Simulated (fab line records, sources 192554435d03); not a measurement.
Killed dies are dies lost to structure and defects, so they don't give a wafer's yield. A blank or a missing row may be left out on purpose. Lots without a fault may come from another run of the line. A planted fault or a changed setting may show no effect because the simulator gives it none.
fab line records | flow n5_finfet
record lots=5 wafers=15 last_day=17
route steps=1938 shown BEOL_M10@1517 BEOL_M11@1536
lots that met no fault: from a run of the same line without faults
start_h: hours from the record's first day to the start of the lot's first wafer shown | wait_h: hours since the lot's step before | " the same as in the row above | L1.1+2: a row that stands for several wafers | - no value, or no start given | * or withheld: withheld | < > ~ a bound
route shown NAME@n: a module of which the file shows steps, and the number in the route of the first | usual: mean/standard deviation of fault-free wafers | same: alike in all rows | chamber/n: place in a boat | sites: the reading at each site | _std_site: their standard deviation | _edge_site: outer sites' mean less inner sites' | radius_mm: how far each site lies from the wafer's centre | mask NAME#n: copy n | behind: the tool/chamber that last shaped the wafer | hold: why the lot was held/for how many hours/how that ended | device: the transistor (n, p or np) that didn't switch | end of line: the same wafers' tests at the end of the route | a step without rows: its recipe alone | killed: dies lost to structure and defects at the first sort, not the wafer's yield | map: a wafer's dies, x killed, . not, _ none there
set.NAME: the setting as run; set.NAME@STEP: as run at that earlier step | model.NAME: the simulator's own value behind a step, which no gauge read
lots at some steps of the route; a table a step, a row a wafer
services: from which hour (start_h, from the record's first day; less than 0 if before it) a tool's chamber was out of use, for how many hours, and why
## steps
# step N5_BEOL_M10_SRD_40
# recipe time_s=30 temp_c=23 rinse_liquid=diw dry=ipa_marangoni
# columns lot.wafer tool chamber start_h wait_h
L074.1+5+6 wet_bench-05 2,0,7 213.86 0.0
L079.2+4+6 wet_bench-05 6,5,3 237.56 0.0
L085.1+4+5 wet_bench-05 2,4,3 292.54 0.0
L086.1+5+6 wet_bench-06 6,7,4 294.07 0.0
L095.2+5+6 wet_bench-06 7,2,1 357.63 0.0
# step N5_BEOL_M10_PRECLEAN_42
# recipe chemistry=residue_remover time_s=60 temp_c=40
# columns lot.wafer tool chamber start_h wait_h
L074.1+5+6 wet_bench-05 2,0,7 213.87 0.0
L079.2+4+6 wet_bench-05 6,5,3 237.58 0.0
L085.1+4+5 wet_bench-05 2,4,3 292.56 0.0
L086.1+5+6 wet_bench-06 6,7,4 294.09 0.0
L095.2+5+6 wet_bench-06 7,2,1 357.65 0.0
# step N5_BEOL_M10_SRD_43
# recipe time_s=30 temp_c=23 rinse_liquid=diw dry=ipa_marangoni
# columns lot.wafer tool chamber start_h wait_h
L074.1+5+6 wet_bench-05 2,0,7 213.89 0.0
L079.2+4+6 wet_bench-05 6,5,3 237.60 0.0
L085.1+4+5 wet_bench-05 2,4,3 292.58 0.0
L086.1+5+6 wet_bench-06 6,7,4 294.11 0.0
L095.2+5+6 wet_bench-06 7,2,1 357.67 0.0
# step N5_BEOL_M10_CD_MEAS_35
# recipe target_cd_nm=70 polarity=opening
# usual cd_nm=70.2/0.67
# columns lot.wafer tool chamber start_h wait_h cd_nm
L074.1 cd_sem-02 - 213.93 0.0 69.6
L074.5 " - " " 70.0
L074.6 " - " " 69.8
L079.2 cd_sem-01 - 237.64 0.0 69.0
L079.4 " - " " 69.2
L079.6 " - " " 69.8
L085.1 cd_sem-03 - 292.62 0.0 71.2
L085.4 " - " " 69.6
L085.5 " - " " 69.8
L086.1 cd_sem-01 - 294.15 0.0 70.2
L086.5 " - " " 70.1
L086.6 " - " " 70.5
L095.2 cd_sem-03 - 357.71 0.0 70.8
L095.5 " - " " 70.4
L095.6 " - " " 71.1
# step N5_BEOL_M10_CURE_72
# recipe temp_c=370 time_s=120 ambient=DMADMS/He material=SiCOH_lowk
# usual lamp_power_pct=52.31/0.06 wafer_temp_C_max=372.2/0.59
# columns lot.wafer tool chamber start_h wait_h lamp_power_pct wafer_temp_C_max
L074.1 uv_cure-01 2 213.97 0.0 52.38 372.3
L074.5 " 2 " " 52.29 372.1
L074.6 " 2 " " 52.27 371.6
L079.2 uv_cure-03 1 237.73 0.1 52.24 372.0
L079.4 " 1 " " 52.32 372.2
L079.6 " 1 " " 52.28 371.7
L085.1 uv_cure-03 2 292.66 0.0 52.33 372.2
L085.4 " 2 " " 52.37 372.0
L085.5 " 2 " " 52.30 372.3
L086.1 uv_cure-03 1 294.19 0.0 52.30 373.7
L086.5 " 1 " " 52.25 372.4
L086.6 " 1 " " 52.30 372.6
L095.2 uv_cure-01 0 357.80 0.1 52.36 371.7
L095.5 " 0 " " 52.22 373.4
L095.6 " 0 " " 52.30 372.7
# step N5_BEOL_M10_DEGAS_44
# recipe ambient=vacuum temp_c=250 time_s=60
# usual heater_power_w=337/36
# columns lot.wafer tool chamber start_h wait_h heater_power_w
L074.1 pvd_sputter-01 - 214.35 0.3 346
L074.5 " - " " 336
L074.6 " - " " 284
L079.2 pvd_sputter-02 - 238.75 1.0 372
L079.4 " - " " 332
L079.6 " - " " 362
L085.1 pvd_sputter-01 - 293.38 0.7 297
L085.4 " - " " 298
L085.5 " - " " 286
L086.1 pvd_sputter-02 - 297.07 2.8 355
L086.5 " - " " 336
L086.6 " - " " 312
L095.2 pvd_sputter-03 - 358.79 0.9 396
L095.5 " - " " 403
L095.6 " - " " 326
# step N5_BEOL_M10_PRE_CLEAN_45
# recipe gas=H2/He time_s=30 temp_c=250
# usual heater_power_w=337/36
# columns lot.wafer tool chamber start_h wait_h heater_power_w
L074.1 pvd_sputter-01 - 214.39 0.0 327
L074.5 " - " " 341
L074.6 " - " " 294
L079.2 pvd_sputter-02 - 238.79 0.0 361
L079.4 " - " " 343
L079.6 " - " " 360
L085.1 pvd_sputter-01 - 293.42 0.0 303
L085.4 " - " " 297
L085.5 " - " " 289
L086.1 pvd_sputter-02 - 297.11 0.0 356
L086.5 " - " " 334
L086.6 " - " " 304
L095.2 pvd_sputter-03 - 358.83 0.0 400
L095.5 " - " " 408
L095.6 " - " " 315
# step N5_BEOL_M10_ALD_74
# recipe material=TaN target_thk_a=20 temp_c=275 ald_precursor_family=PDMAT ald_co_reactant=NH3 pressure_torr=3 carrier_flow_sccm=1500 pulse_time_s=2 purge_time_s=3 co_reactant_purge_time_s=2 co_reactant_pulse_time_s=3 ald_cycles=40 precursor_vessel_temp_c=75 precursor_vessel_pressure_torr=26.25 precursor_vessel_carrier_sccm=1000
# usual heater_power_w=416/40
# same ald_cycles=40 pulse_time_s=2 purge_time_s=3
# columns lot.wafer tool chamber start_h wait_h heater_power_w since_wet_clean_h
L074.1 ald_metal-04 1 214.45 0.0 435 6031
L074.5 " 0 " " 428 -
L074.6 " 1 " " 423 -
L079.2 ald_metal-04 3 238.99 0.2 384 6056
L079.4 " 1 " " 428 6056
L079.6 " 0 " " 427 -
L085.1 ald_metal-01 3 293.49 0.1 457 4572
L085.4 " 1 " " 339 4572
L085.5 " 1 " " 348 -
L086.1 ald_metal-03 0 297.24 0.1 432 3037
L086.5 " 2 " " 421 -
L086.6 " 3 " " 470 -
L095.2 ald_metal-03 0 358.89 0.0 415 3099
L095.5 " 1 " " 348 -
L095.6 " 0 " " 417 -
# step N5_BEOL_M10_SURFACE_TREAT_76
# recipe gas=Ar time_s=* ion_energy_ev=* ion_current_ma_cm2=0.5 pressure_mtorr=* ar_flow_sccm=30
# usual throttle_valve_pct=*
# columns lot.wafer tool chamber start_h wait_h throttle_valve_pct
L074.1 pvd_sputter-03 - 214.80 0.2 *
L074.5 " - " " *
L074.6 " - " " *
L079.2 pvd_sputter-01 - 239.32 0.2 *
L079.4 " - " " *
L079.6 " - " " *
L085.1 pvd_sputter-03 - 293.77 0.2 *
L085.4 " - " " *
L085.5 " - " " *
L086.1 pvd_sputter-02 - 297.61 0.2 *
L086.5 " - " " *
L086.6 " - " " *
L095.2 pvd_sputter-03 - 359.17 0.2 *
L095.5 " - " " *
L095.6 " - " " *
# step N5_BEOL_M10_CVD_75
# recipe material=Co target_thk_a=20 temp_c=withheld precursor=CCTBA/H2 pressure_torr=30 time_s=138.9
# columns lot.wafer tool chamber start_h wait_h since_wet_clean_h
L074.1 cvd_co-02 2 214.93 0.1 516
L074.5 " 1 " " -
L074.6 " 2 " " -
L079.2 cvd_co-02 0 239.38 0.0 999
L079.4 " 1 " " -
L079.6 " 2 " " -
L085.1 cvd_co-02 2 293.94 0.1 595
L085.4 " 1 " " -
L085.5 " 0 " " -
L086.1 cvd_co-01 0 297.69 0.1 839
L086.5 " 2 " " -
L086.6 " 1 " " -
L095.2 cvd_co-01 2 359.23 0.0 441
L095.5 " 2 " " -
L095.6 " 0 " " -
# step N5_BEOL_M10_SPUTTER_48
# recipe material=Cu target_thk_a=120 temp_c=-20 bias_v=60 power_w=26000 chamber_pressure_pa=0.13 time_s=2
# usual chuck_sensor_temp_C=-16.0/0.4 throttle_valve_pct=30.3/1.3
# columns lot.wafer tool chamber start_h wait_h chuck_sensor_temp_C throttle_valve_pct
L074.1 pvd_sputter-03 - 215.04 0.1 -15.9 29.8
L074.5 " - " " -16.0 29.8
L074.6 " - " " -16.1 32.4
L079.2 pvd_sputter-01 - 239.56 0.1 -16.6 28.9
L079.4 " - " " -16.2 29.9
L079.6 " - " " -16.1 30.1
L085.1 pvd_sputter-03 - 294.05 0.1 -15.4 30.2
L085.4 " - " " -16.9 28.4
L085.5 " - " " -16.1 32.2
L086.1 pvd_sputter-02 - 297.83 0.1 -16.1 27.8
L086.5 " - " " -16.2 31.4
L086.6 " - " " -16.0 31.0
L095.2 pvd_sputter-02 - 359.35 0.1 -15.3 30.0
L095.5 " - " " -16.1 27.9
L095.6 " - " " -15.9 31.3
# step N5_BEOL_M10_ECD_50
# recipe material=Cu target_thk_a=3180
# columns lot.wafer tool chamber start_h wait_h
L074.1+5+6 ecd_cu-02 1,0,1 215.16 0.1
L079.2+4+6 ecd_cu-02 0 239.68 0.1
L085.1+4+5 ecd_cu-01 0 294.17 0.1
L086.1+5+6 ecd_cu-01 0,1,0 297.95 0.1
L095.2+5+6 ecd_cu-02 0,1,0 359.46 0.1
# step N5_BEOL_M10_ANNEAL_51
# recipe temp_c=225 time_s=90 ambient=N2
# usual anneal_temp_c_max=226.0/0.38 wafer_temp_C_max=225.9/0.39
# columns lot.wafer tool chamber start_h wait_h anneal_temp_c_max wafer_temp_C_max
L074.1 rtp_anneal-02 0 215.27 0.1 226.0 225.5
L074.5 " 0 " " 225.8 225.6
L074.6 " 0 " " 225.7 225.9
L079.2 rtp_anneal-01 0 239.84 0.1 226.3 225.9
L079.4 " 0 " " 226.4 226.0
L079.6 " 0 " " 226.3 225.8
L085.1 rtp_anneal-01 0 294.46 0.3 226.4 226.1
L085.4 " 0 " " 226.1 225.8
L085.5 " 0 " " 226.2 226.4
L086.1 rtp_anneal-02 0 298.25 0.3 225.6 225.4
L086.5 " 0 " " 225.6 226.0
L086.6 " 0 " " 225.4 225.8
L095.2 rtp_anneal-01 0 359.62 0.1 226.0 226.7
L095.5 " 0 " " 226.6 226.2
L095.6 " 0 " " 225.9 226.5
# step N5_BEOL_M10_CMP_52
# recipe stop_on=SiCOH_lowk t_overpolish_s=7 down_force_psi=1 platen_rpm=50 clearing_platen_down_force_psi=1.5 clearing_platen_rpm=50 post_cmp_clean=cu_alkaline target_thk_nm=140 clearing_platen_pad_velocity_m_s=0.99484 pad_velocity_m_s=0.99484
# usual barrier_field_endpoint_s=28.9/0.67 motor_current_A=5.9/0.52 overpolish_run_s=7.002/0.0097 retaining_ring_pressure_frac=1.000/0.0048 time_to_endpoint_s=67/3.4
# columns lot.wafer tool chamber start_h wait_h barrier_field_endpoint_s motor_current_A overpolish_run_s retaining_ring_pressure_frac time_to_endpoint_s
L074.1 cmp-03 1 215.64 0.3 27.4 7.0 6.998 0.998 67
L074.6 " 3 " " 29.0 5.9 7.015 1.001 70
L074.5 " 0 " " 28.4 5.5 6.996 1.002 71
L079.2 cmp-01 1 240.18 0.3 28.6 5.7 6.994 1.003 64
L079.4 " 2 " " 30.2 5.6 7.002 1.000 69
L079.6 " 0 " " 29.0 5.6 7.000 0.999 61
L085.4 cmp-02 2 295.08 0.3 29.0 5.7 6.993 1.012 66
L085.1 " 0 " " 27.9 5.1 6.984 1.001 63
L085.5 " 2 " " 29.5 6.1 7.006 1.013 70
L086.1 cmp-03 1 298.63 0.3 28.4 6.6 7.010 1.005 62
L086.5 " 3 " " 30.2 6.0 7.009 1.006 70
L086.6 " 0 " " 29.7 5.5 7.006 1.005 70
L095.2 cmp-01 1 359.95 0.3 29.3 5.6 6.991 1.007 65
L095.5 " 3 " " 29.4 6.2 7.005 0.996 63
L095.6 " 0 " " 28.6 5.4 6.997 1.005 64
# step N5_BEOL_M10_THK_MEAS_53
# recipe thk_meas_gauge=xrf reads=Cu_of_BEOL_M10_ECD_50
# usual M10_THK=143/3
# columns lot.wafer tool chamber start_h wait_h M10_THK[nm]
L074.1 film_metro-02 - 215.86 - 143
L074.5 " - " " 141
L074.6 " - " " 142
L079.2 film_metro-02 - 240.40 - 144
L079.4 " - " " 140
L079.6 " - " " 137
L085.1 film_metro-02 - 295.33 - 136
L085.4 " - " " 140
L085.5 " - " " 142
L086.1 film_metro-02 - 298.84 - 148
L086.5 " - " " 147
L086.6 " - " " 143
L095.2 film_metro-01 - 360.16 - 137
L095.5 " - " " 146
L095.6 " - " " 138
# step N5_BEOL_M10_PRE_CLEAN_55
# recipe gas=NH3 time_s=15 temp_c=withheld rf_power_w=300
# columns lot.wafer tool chamber start_h wait_h since_wet_clean_h
L074.1 pecvd-01 1 215.90 0.0 1464
L074.5 " 1 " " -
L074.6 " 0 " " -
L079.2 pecvd-04 1 240.43 0.0 1669
L079.4 " 2 " " -
L079.6 " 1 " " -
L085.1 pecvd-04 0 295.37 0.0 999
L085.4 " 2 " " -
L085.5 " 1 " " -
L086.1 pecvd-02 2 298.88 0.0 611
L086.5 " 2 " " -
L086.6 " 1 " " -
L095.2 pecvd-04 0 360.20 0.0 1064
L095.5 " 0 " " -
L095.6 " 1 " " -
# step N5_BEOL_M10_DEP_56
# recipe material=SiCN target_thk_a=150 temp_c=withheld precursor=3MS/NH3 pressure_torr=3 rf_w=202 time_s=26.5
# usual showerhead_plenum_p_Torr=3.672/0.011 throttle_valve_pct=9.0/0.43
# columns lot.wafer tool chamber start_h wait_h showerhead_plenum_p_Torr since_wet_clean_h throttle_valve_pct
L074.1 pecvd-01 1 215.93 0.0 3.666 1464 9.2
L074.5 " 1 " " 3.662 - 9.2
L074.6 " 0 " " 3.670 - 8.9
L079.2 pecvd-04 1 240.46 0.0 3.654 1669 9.6
L079.4 " 2 " " 3.683 - 8.7
L079.6 " 1 " " 3.656 - 9.8
L085.1 pecvd-04 0 295.40 0.0 3.668 999 8.8
L085.4 " 2 " " 3.687 - 8.5
L085.5 " 1 " " 3.668 - 9.7
L086.1 pecvd-02 2 298.91 0.0 3.665 611 8.7
L086.5 " 2 " " 3.676 - 8.7
L086.6 " 1 " " 3.672 - 9.3
L095.2 pecvd-04 0 360.23 0.0 3.664 1064 8.7
L095.5 " 0 " " 3.673 - 8.7
L095.6 " 1 " " 3.656 - 9.6
# step N5_BEOL_M10_RS_MEAS_57
# recipe thk_meas_gauge=four-point-probe reads=Cu_of_BEOL_M10_ECD_50+Co_of_BEOL_M10_CVD_75+TaN_of_BEOL_M10_ALD_74
# usual M10_RS=0.151/0.0035
# columns lot.wafer tool chamber start_h wait_h M10_RS[ohm/sq]
L074.1 film_metro-01 - 216.03 0.1 0.153
L074.5 " - " " 0.155
L074.6 " - " " 0.154
L079.2 film_metro-02 - 240.53 0.1 0.150
L079.4 " - " " 0.154
L079.6 " - " " 0.158
L085.1 film_metro-02 - 295.47 0.1 0.159
L085.4 " - " " 0.154
L085.5 " - " " 0.152
L086.1 film_metro-01 - 298.98 0.1 0.147
L086.5 " - " " 0.148
L086.6 " - " " 0.152
L095.2 film_metro-01 - 360.30 0.1 0.158
L095.5 " - " " 0.148
L095.6 " - " " 0.158
# step N5_BEOL_M10_INSPECT_58
# recipe inspect_instrument=darkfield mode=post_dep
# usual raw_defect_count=73/24
# columns lot.wafer tool chamber start_h wait_h raw_defect_count
L074.1 defect_inspect-02 - 216.05 0.0 93
L074.5 " - " " 91
L074.6 " - " " 34
L079.2 defect_inspect-02 - 240.56 0.0 61
L079.4 " - " " 75
L079.6 " - " " 87
L085.1 defect_inspect-02 - 295.50 0.0 95
L085.4 " - " " 86
L085.5 " - " " 89
L086.1 defect_inspect-02 - 299.01 0.0 73
L086.5 " - " " 87
L086.6 " - " " 62
L095.2 defect_inspect-01 - 360.33 0.0 59
L095.5 " - " " 50
L095.6 " - " " 95
# step N5_BEOL_M11_ILD_DEP_00
# recipe material=SiCOH_lowk target_thk_a=3085.1 temp_c=300 precursor=DEMS/porogen pressure_torr=5 rf_w=500 time_s=58
# usual heater_power_w=295/76 showerhead_plenum_p_Torr=5.743/0.019 throttle_valve_pct=14.0/0.53
# columns lot.wafer tool chamber start_h wait_h heater_power_w showerhead_plenum_p_Torr since_wet_clean_h throttle_valve_pct
L074.1 pecvd-02 1 216.09 0.0 284 5.733 2007 14.1
L074.5 " 1 " " 239 5.751 - 14.3
L074.6 " 0 " " 350 5.790 - 13.8
L079.2 pecvd-03 0 240.59 0.0 236 5.711 1126 14.6
L079.4 " 1 " " 403 5.763 - 14.5
L079.6 " 0 " " 236 5.718 - 14.6
L085.1 pecvd-02 2 295.53 0.0 252 5.731 608 13.3
L085.4 " 1 " " 221 5.743 - 14.2
L085.5 " 2 " " 192 5.738 - 13.6
L086.1 pecvd-03 0 299.04 0.0 242 5.719 1184 14.5
L086.5 " 2 " " 231 5.730 - 14.4
L086.6 " 0 " " 240 5.714 - 14.4
L095.2 pecvd-03 2 360.36 0.0 233 5.738 491 14.2
L095.5 " 1 " " 398 5.741 - 14.1
L095.6 " 2 " " 233 5.724 - 14.2
# step N5_BEOL_M11_CURE_71
# recipe temp_c=385 time_s=240 ambient=He/Ar material=SiCOH_lowk
# usual lamp_power_pct=52.31/0.053 wafer_temp_C_max=387.0/0.5
# columns lot.wafer tool chamber start_h wait_h lamp_power_pct wafer_temp_C_max
L074.1 uv_cure-03 1 216.28 0.2 52.30 387.3
L074.5 " 1 " " 52.31 387.4
L074.6 " 1 " " 52.31 387.3
L079.2 uv_cure-03 2 240.75 0.1 52.33 387.2
L079.4 " 2 " " 52.33 386.9
L079.6 " 2 " " 52.25 387.2
L085.1 uv_cure-01 2 295.61 0.0 52.35 386.8
L085.4 " 2 " " 52.29 387.1
L085.5 " 2 " " 52.29 386.9
L086.1 uv_cure-01 1 299.12 0.0 52.28 387.2
L086.5 " 1 " " 52.33 386.6
L086.6 " 1 " " 52.36 387.0
L095.2 uv_cure-02 0 360.70 0.3 52.25 386.7
L095.5 " 0 " " 52.32 386.2
L095.6 " 0 " " 52.26 386.8
# step N5_BEOL_M11_THK_MEAS_01
# recipe reads=SiCOH_lowk_of_BEOL_M11_ILD_DEP_00
# usual M11_ILD_THK=269/3.4
# columns lot.wafer tool chamber start_h wait_h M11_ILD_THK[nm]
L074.1 film_metro-01 - 216.79 0.4 267
L074.5 " - " " 269
L074.6 " - " " 270
L079.2 film_metro-02 - 241.19 0.4 266
L079.4 " - " " 272
L079.6 " - " " 269
L085.1 film_metro-01 - 296.12 0.4 268
L085.4 " - " " 272
L085.5 " - " " 268
L086.1 film_metro-01 - 299.63 0.4 265
L086.5 " - " " 274
L086.6 " - " " 268
L095.2 film_metro-01 - 361.13 0.4 269
L095.5 " - " " 268
L095.6 " - " " 275
# step N5_BEOL_M11_PECVD_70
# recipe material=SiO2 target_thk_a=200 temp_c=400 precursor=TEOS/O2 pressure_torr=5.5 rf_w=450 teos_flow_sccm=53.8 gas=O2 flow_sccm=3000 time_s=22.7
# usual heater_power_w=727/130 showerhead_plenum_p_Torr=8.80/0.068 throttle_valve_pct=22.6/0.94
# columns lot.wafer tool chamber start_h wait_h heater_power_w showerhead_plenum_p_Torr since_wet_clean_h throttle_valve_pct
L074.1 pecvd-02 1 216.83 0.0 621 8.81 2008 22.8
L074.5 " 1 " " 621 8.80 - 22.7
L074.6 " 0 " " 847 8.92 - 21.8
L079.2 pecvd-02 1 241.22 0.0 672 8.79 2033 22.8
L079.4 " 0 " " 707 8.90 - 21.6
L079.6 " 1 " " 683 8.79 - 22.7
L085.1 pecvd-03 1 296.16 0.0 798 8.82 1906 23.4
L085.4 " 0 " " 583 8.68 - 23.2
L085.5 " 1 " " 806 8.84 - 23.7
L086.1 pecvd-04 2 299.67 0.0 748 8.86 250 21.3
L086.5 " 1 " " 851 8.77 - 24.0
L086.6 " 2 " " 740 8.85 - 21.2
L095.2 pecvd-03 1 361.17 0.0 887 8.83 1971 23.2
L095.5 " 2 " " 584 8.73 - 23.6
L095.6 " 1 " " 874 8.82 - 23.5
# step N5_BEOL_M11_HM_DEP_02
# recipe material=TiN target_thk_a=200 temp_c=25 chamber_pressure_pa=0.49996
# usual throttle_valve_pct=30.3/1.3
# columns lot.wafer tool chamber start_h wait_h throttle_valve_pct
L074.1 pvd_sputter-02 - 218.00 1.1 29.7
L074.5 " - " " 31.1
L074.6 " - " " 27.9
L079.2 pvd_sputter-02 - 243.67 2.4 31.3
L079.4 " - " " 29.9
L079.6 " - " " 29.9
L085.1 pvd_sputter-02 - 297.65 1.5 29.8
L085.4 " - " " 31.0
L085.5 " - " " 30.0
L086.1 pvd_sputter-01 - 301.03 1.3 29.8
L086.5 " - " " 29.7
L086.6 " - " " 31.0
L095.2 pvd_sputter-02 - 362.00 0.8 31.1
L095.5 " - " " 27.9
L095.6 " - " " 31.2
# step N5_BEOL_M11_COAT_59
# recipe resist=SOC temp_c=250 time_s=60 spin_rpm=1500 resist_thk_nm=100
# usual dispense_pressure_kPa=56.0/1.7
# columns lot.wafer tool chamber start_h wait_h dispense_pressure_kPa
L074.1 litho_track-05 0 218.13 0.1 57.9
L074.5 " 0 " " 58.0
L074.6 " 0 " " 57.9
L079.2 litho_track-04 0 243.80 0.1 53.4
L079.4 " 0 " " 53.4
L079.6 " 0 " " 53.4
L085.1 litho_track-03 0 297.78 0.1 56.5
L085.4 " 0 " " 56.5
L085.5 " 0 " " 56.5
L086.1 litho_track-05 0 301.16 0.1 57.9
L086.5 " 0 " " 57.9
L086.6 " 0 " " 57.9
L095.2 litho_track-03 0 362.12 0.1 56.5
L095.5 " 0 " " 56.5
L095.6 " 0 " " 56.5
# step N5_BEOL_M11_COAT_60
# recipe resist=SiARC temp_c=220 time_s=60 spin_rpm=1500 resist_thk_nm=30
# usual dispense_pressure_kPa=55.9/1.7
# columns lot.wafer tool chamber start_h wait_h dispense_pressure_kPa
L074.1 litho_track-05 0 - - 57.8
L074.5 " 0 " " 57.8
L074.6 " 0 " " 57.8
L079.2 litho_track-04 0 - - 53.4
L079.4 " 0 " " 53.4
L079.6 " 0 " " 53.4
L085.1 litho_track-03 0 - - 56.4
L085.4 " 0 " " 56.5
L085.5 " 0 " " 56.5
L086.1 litho_track-05 0 - - 57.9
L086.5 " 0 " " 57.9
L086.6 " 0 " " 57.9
L095.2 litho_track-03 0 - - 56.4
L095.5 " 0 " " 56.4
L095.6 " 0 " " 56.4
# step N5_BEOL_M11_COAT_05
# recipe resist=CAR-ArF spin_rpm=1500 resist_thk_nm=90
# usual dispense_pressure_kPa=56.0/1.7
# columns lot.wafer tool chamber start_h wait_h dispense_pressure_kPa
L074.1 litho_track-05 0 - - 57.9
L074.5 " 0 " " 57.9
L074.6 " 0 " " 57.8
L079.2 litho_track-04 0 - - 53.5
L079.4 " 0 " " 53.5
L079.6 " 0 " " 53.5
L085.1 litho_track-03 0 - - 56.5
L085.4 " 0 " " 56.5
L085.5 " 0 " " 56.5
L086.1 litho_track-05 0 - - 57.9
L086.5 " 0 " " 57.9
L086.6 " 0 " " 57.9
L095.2 litho_track-03 0 - - 56.5
L095.5 " 0 " " 56.5
L095.6 " 0 " " 56.5
# step N5_BEOL_M11_EBR_07
# recipe solvent=PGMEA ebr_width_mm=1.5
# columns lot.wafer tool chamber start_h wait_h
L074.1+5+6 litho_track-05 0 - -
L079.2+4+6 litho_track-04 0 - -
L085.1+4+5 litho_track-03 0 - -
L086.1+5+6 litho_track-05 0 - -
L095.2+5+6 litho_track-03 0 - -
# step N5_BEOL_M11_SOFTBAKE_06
# recipe temp_c=110 time_s=60 resist=CAR-ArF
# columns lot.wafer tool chamber start_h wait_h
L074.1+5+6 litho_track-05 0 - -
L079.2+4+6 litho_track-04 0 - -
L085.1+4+5 litho_track-03 0 - -
L086.1+5+6 litho_track-05 0 - -
L095.2+5+6 litho_track-03 0 - -
# step N5_BEOL_M11_EXPOSE_08
# recipe mask_id=M11 na=1.35 source_shape=dipole sigma_inner=0.411 sigma_outer=0.611 polarization=te dose_mj=53.75
# usual reticle_temp_C=23.04/0.11
# same dipole_opening_deg=40
# columns lot.wafer tool chamber start_h wait_h mask reticle_temp_C
L074.1 arfi_scanner-02 0 218.37 - M11#0 23.27
L074.5 " 0 " " M11#0 23.22
L074.6 " 0 " " M11#0 23.24
L079.2 arfi_scanner-01 0 243.92 - M11#0 22.85
L079.4 " 0 " " M11#0 23.06
L079.6 " 0 " " M11#0 22.97
L085.1 arfi_scanner-01 0 298.02 - M11#0 22.93
L085.4 " 0 " " M11#0 23.03
L085.5 " 0 " " M11#0 22.92
L086.1 arfi_scanner-02 0 301.40 - M11#0 23.01
L086.5 " 0 " " M11#0 23.10
L086.6 " 0 " " M11#0 22.86
L095.2 arfi_scanner-01 0 362.44 - M11#0 23.05
L095.5 " 0 " " M11#0 23.05
L095.6 " 0 " " M11#0 23.15
# step N5_BEOL_M11_PEB_09
# recipe peb_temp_c=withheld peb_time_s=60 resist=CAR-ArF
# columns lot.wafer tool chamber start_h wait_h
L074.1+5+6 litho_track-03 0 218.43 0.1
L079.2+4+6 litho_track-04 0 243.98 0.0
L085.1+4+5 litho_track-05 0 298.08 0.1
L086.1+5+6 litho_track-04 0 301.46 0.1
L095.2+5+6 litho_track-03 0 362.50 0.1
# step N5_BEOL_M11_DEVELOP_10
# recipe develop_time_s=30 developer=TMAH resist=CAR-ArF rinse_liquid=diw dry=air_spin dev_temp_c=23
# same develop_time_s=30
# columns lot.wafer tool chamber start_h wait_h
L074.1+5+6 litho_track-03 0 - -
L079.2+4+6 litho_track-04 0 - -
L085.1+4+5 litho_track-05 0 - -
L086.1+5+6 litho_track-04 0 - -
L095.2+5+6 litho_track-03 0 - -
# step N5_BEOL_M11_CD_MEAS_11
# recipe target_cd_nm=64.1 landing_energy_ev=500 detector=se_inlens polarity=opening
# usual cd_nm=64.2/0.6
# columns lot.wafer tool chamber start_h wait_h cd_nm
L074.1 cd_sem-02 0 218.49 - 63.5
L074.5 " 0 " " 64.6
L074.6 " 0 " " 65.3
L079.2 cd_sem-03 0 244.05 - 63.8
L079.4 " 0 " " 64.1
L079.6 " 0 " " 64.4
L085.1 cd_sem-03 0 298.14 - 64.3
L085.4 " 0 " " 64.7
L085.5 " 0 " " 64.2
L086.1 cd_sem-01 0 301.53 - 63.3
L086.5 " 0 " " 63.5
L086.6 " 0 " " 64.5
L095.2 cd_sem-03 0 362.56 - 64.3
L095.5 " 0 " " 64.7
L095.6 " 0 " " 64.2
# step N5_BEOL_M11_OVL_MEAS_12
# recipe points_per_wafer=44
# usual M11_OVL=-0.2/0.81
# columns lot.wafer tool chamber start_h wait_h M11_OVL[nm]
L074.1 overlay-02 0 218.53 0.0 -1.8
L074.5 " 0 " " -0.4
L074.6 " 0 " " -0.6
L079.2 overlay-02 0 244.07 0.0 -0.4
L079.4 " 0 " " -0.6
L079.6 " 0 " " 0.2
L085.1 overlay-02 0 298.17 0.0 -0.7
L085.4 " 0 " " 0.4
L085.5 " 0 " " 0.9
L086.1 overlay-01 0 301.56 0.0 0.5
L086.5 " 0 " " 1.2
L086.6 " 0 " " 0.1
L095.2 overlay-02 0 362.59 0.0 -0.6
L095.5 " 0 " " -0.3
L095.6 " 0 " " -1.0
# step N5_BEOL_M11_INSPECT_13
# recipe mode=adi inspect_instrument=brightfield
# usual raw_defect_count=404/100
# columns lot.wafer tool chamber start_h wait_h raw_defect_count
L074.1 defect_inspect-01 - 218.55 0.0 342
L074.5 " - " " 357
L074.6 " - " " 250
L079.2 defect_inspect-01 - 244.10 0.0 400
L079.4 " - " " 315
L079.6 " - " " 463
L085.1 defect_inspect-01 - 298.20 0.0 305
L085.4 " - " " 330
L085.5 " - " " 401
L086.1 defect_inspect-01 - 301.58 0.0 270
L086.5 " - " " 355
L086.6 " - " " 366
L095.2 defect_inspect-01 - 362.62 0.0 343
L095.5 " - " " 281
L095.6 " - " " 435
## services
# columns tool chamber start_h hours kind
pecvd-01 - 191.71 0.4 repair
uv_cure-03 - 212.98 2.8 pm
cmp-03 - 218.25 0.6 repair
arfi_scanner-01 - 224.14 1.0 pm
arfi_scanner-01 - 232.07 0.8 repair
cvd_co-02 2 235.07 3.4 repair
ecd_cu-02 - 250.17 7.2 pm
pecvd-03 - 258.70 26.5 repair
cvd_co-02 1 258.73 4.7 repair
cvd_co-02 - 262.55 6.0 pm
arfi_scanner-01 - 278.04 3.9 pm
rtp_anneal-01 - 280.92 5.7 pm
ecd_cu-02 - 288.62 0.7 repair
arfi_scanner-01 - 296.43 1.3 pm
pecvd-02 - 297.64 0.7 repair
arfi_scanner-01 - 299.96 1.3 repair
arfi_scanner-01 - 301.29 17.3 pm
arfi_scanner-01 - 337.76 0.8 pm
uv_cure-01 - 339.05 15.0 repair
pecvd-03 - 344.05 0.4 repair
arfi_scanner-01 - 344.55 1.0 pm
pvd_sputter-03 - 355.26 3.1 repair
uv_cure-01 - 359.17 2.1 pm
uv_cure-01 - 361.30 6.0 pm
## key
fault none
